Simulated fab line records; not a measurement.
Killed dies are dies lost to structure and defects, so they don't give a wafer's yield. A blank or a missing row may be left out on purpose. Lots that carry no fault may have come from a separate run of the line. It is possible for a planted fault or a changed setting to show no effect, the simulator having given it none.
A lot that was struck, set against a sound lot :: flow n5-finfet :: 40 steps out of a route of 1938
Sound: these wafers, L152.2, L152.3, L152.5. Struck: wafer L161.1. (L161.3, L161.4 of the same lot were not struck and are left out.) The cause comes at the end.
At each step with rows: each side's tool, then ch and its chambers, then its first start. Under that, the readings that differ: sound wafers :: struck wafers :: difference of the means :: sigmas: that difference in standard deviations of wafers without a fault.
alike: same words and numbers on both sides, and readings whose means sit less than 2 such deviations apart. not compared: any withheld reading, any reading some wafer has no value for, any bound like >300 that may hide the same value, and any number with overlapping values for which the record gives no deviation.
Wherever a step has rows on one side only, a row that says differs or no value, or a row with sigmas, the two part there. Numbers that don't overlap but have no deviation are shown without sigmas and don't part them. A reading that every wafer of one side lacks parts them only if that side has two wafers or more.

first, 10 steps without rows for these wafers: N5_PMOS_HMC_CHANNEL_EPI_PRECLEAN_37 (cleans in O3/DIW, time 45 s); N5_PMOS_HMC_CHANNEL_EPI_PRECLEAN_24 (cleans in DHF, time 30 s); N5_PMOS_HMC_CHANNEL_EPI_SRD_25 (time 30 s); N5_PMOS_HMC_CHANNEL_EPI_EPI_26 (deposits Si from SiH4/H2, target thk 3.8 nm, time 22.7 s); N5_FIN_SAQP_PRECLEAN_42 (cleans in O3/DIW, time 60 s); N5_FIN_SAQP_PRECLEAN_00 (cleans in SC1, time 60 s); N5_FIN_SAQP_PRECLEAN_44 (cleans in SC2, time 45 s); N5_FIN_SAQP_SRD_01 (time 30 s); N5_FIN_SAQP_ALD_61 (deposits SiO2, target thk 4 nm, pulse time 1 s, purge time 2 s); N5_FIN_SAQP_DENSIFY_62 (time 60 s).
N5_FIN_SAQP_HM_DEP_03: deposits SiNx from SiH4/NH3/N2, target thk 38 nm, time 33.6 s.
  sound on pecvd-04 ch 0,2, day 3 03:07; struck on pecvd-04 ch 0, day 5 08:37
reading: model.SiNx_of_FIN_SAQP_HM_DEP_03.thk-nm (nm)
sound: 37.83 37.7 38.39
struck: 62.35
difference: +24.38
sigmas: 
  alike: heater-power-w, showerhead-plenum-p-Torr, throttle-valve-pct
N5_FIN_SAQP_THK_MEAS_05:
  struck on film-metro-02, day 5 08:42; sound on film-metro-01, day 3 03:13
reading: thk-nm (nm)
sound: 37.9 37.8 38.3
struck: 62.4
difference: +24.4
sigmas: +55
then, 24 steps without rows for these wafers: N5_FIN_SAQP_PECVD_47 (deposits a-Si from SiH4/He, target thk 45 nm, time 36.3 s); N5_FIN_SAQP_PECVD_48 (deposits SiNx from SiH4/NH3/N2, target thk 25 nm, time 22.1 s); N5_FIN_SAQP_PECVD_06 (deposits a-Si from SiH4/He, target thk 60 nm, time 48.1 s); N5_FIN_SAQP_HM_DEP_72 (deposits SiO2 from SiH4/N2O, target thk 12 nm, time 7.2 s); N5_FIN_SAQP_COAT_49 (time 60 s, resist thk 100 nm); N5_FIN_SAQP_COAT_50 (time 60 s, resist thk 35 nm); N5_FIN_SAQP_COAT_10 (resist thk 90 nm); N5_FIN_SAQP_EBR_12; N5_FIN_SAQP_SOFTBAKE_11 (time 60 s); N5_FIN_SAQP_EXPOSE_13 (exposes mask FIN CORE, target cd 35.6 nm); N5_FIN_SAQP_PEB_14 (peb time 60 s); N5_FIN_SAQP_DEVELOP_15 (develop time 30 s); N5_FIN_SAQP_DESCUM_21 (chemistry O2, time 7.9 s); N5_FIN_SAQP_ETCH_51 (etches SiARC in CF4, target depth 45.5 nm, time 75.8 s); N5_FIN_SAQP_ETCH_52 (etches SOC in N2/H2, target depth 100 nm, overetch 20 nm, time 150 s); N5_FIN_SAQP_STRIP_53 (strips in N2/H2); N5_FIN_SAQP_HM_OPEN_73 (chemistry CHF3/O2, target SiO2, stops on a-Si, target depth 12 nm, time 16.8 s); N5_FIN_SAQP_STRIP_74 (strips in CHF3/O2); N5_FIN_SAQP_MANDREL_ETCH_22 (etches a-Si in HBr/Cl2, stops on SiNx, target depth 60 nm, bt time 10 s, time 30 s); N5_FIN_SAQP_STRIP_55 (strips in N2/H2); N5_FIN_SAQP_STRIP_23 (strips in SPM, time 750 s); N5_FIN_SAQP_SRD_66 (time 30 s); N5_FIN_SAQP_RECESS_75 (chemistry HF/NH3, target SiO2, target depth 14.4 nm, afs cycles 3, sublimation time 60 s); N5_FIN_SAQP_SPACER1_ALD_24 (deposits SiO2, target thk 20.3 nm, pulse time 1 s, purge time 2 s).
N5_FIN_SAQP_HM_OPEN_33: chemistry CH3F/O2, target SiNx, target depth 49.4 nm, time 70.6 s.
  sound on rie-diel-06 ch 2,3, day 3 09:02; struck on rie-diel-05 ch 0, day 5 13:53
reading: drypump-motor-current-A (A)
sound: 6.6 5.6 5.6
struck: 5.1
difference: -0.8
sigmas: -2

reading: etch-rf-on-time-s (s)
sound: 68.0 67.4 68.9
struck: 116.5
difference: +48.4
sigmas: +40

reading: throttle-valve-pct (%)
sound: 16.00 16.29 16.28
struck: 16.72
difference: +0.53
sigmas: +2

reading: model.etch.depth-nm (nm)
sound: 37.19 37.05 37.74
struck: 61.7
difference: +24.4
sigmas: 

reading: model.FIN_SAQP.cd-nm (nm)
sound: 8.2 8.2 8.4
struck: 7.8
difference: -0.5
sigmas: 
  alike: mfc-ar-sccm, oes-product-au, rf-vpp-V, showerhead-plenum-p-Torr
  not compared: rf-hours-counter-h
N5_FIN_SAQP_FIN_ETCH_36: etches the open film in HBr/Cl2/O2, target depth 120 nm, time 50.4 s.
  sound on rie-si-05 ch 0,1,3, day 3 09:19; struck on rie-si-05 ch 0, day 5 14:10
reading: model.FIN_SAQP.cd-nm (nm)
sound: 8.2 8.2 8.2
struck: 7.8
difference: -0.4
sigmas: 
  alike: drypump-motor-current-A, oes-product-au, throttle-valve-pct
  not compared: rf-hours-counter-h
N5_STI_FIN_REVEAL_RECESS_09: chemistry HF/NH3, target SiO2, afs cycles 11, target depth 42.5 nm, sublimation time 60 s.
  sound on vapor-etch-02 ch 0, day 3 17:13; struck on vapor-etch-02 ch 1, day 5 21:48
reading: model.SiNx_of_FIN_SAQP_HM_DEP_03.thk-nm (nm)
sound: 17.8 17.8 18.6
struck: 42.4
difference: +24.3
sigmas: 
  alike: drypump-motor-current-A
-- here the record skips 6 days between the struck wafers' starts before and after, leaving off in module STI_FIN_REVEAL and picking up in module BEOL_M4 (first step shown: number 1111 of the route) --
N5_BEOL_M4_RC_MEAS_101:
  sound on prober-02 ch 0, day 9 00:53; struck on prober-01 ch 0, day 11 09:48
reading: DIBL_N (mV/V)
sound: 37.1 36.5 37.3
struck: 32.7
difference: -4.3
sigmas: -3

reading: DIBL_P (mV/V)
sound: 37.7 37.5 37.5
struck: 31.2
difference: -6.4
sigmas: -4

reading: IOFF_N (nA/um)
sound: 0.172 0.165 0.169
struck: 0.113
difference: -0.056
sigmas: -3

reading: ION_N (uA/um)
sound: 692 683 690
struck: 653
difference: -35
sigmas: -5

reading: SS_N (mV/dec)
sound: 72.7 71.8 71.8
struck: 70.5
difference: -1.6
sigmas: -3

reading: SS_P (mV/dec)
sound: 74.0 73.8 73.3
struck: 72.2
difference: -1.5
sigmas: -3
  alike: IOFF_P, ION_P, VT_N, VT_P

WHERE THEY PART
At N5_FIN_SAQP_THK_MEAS_05 first; at N5_BEOL_M4_RC_MEAS_101 last (within this record only).

WHY: what had been put in by the simulator
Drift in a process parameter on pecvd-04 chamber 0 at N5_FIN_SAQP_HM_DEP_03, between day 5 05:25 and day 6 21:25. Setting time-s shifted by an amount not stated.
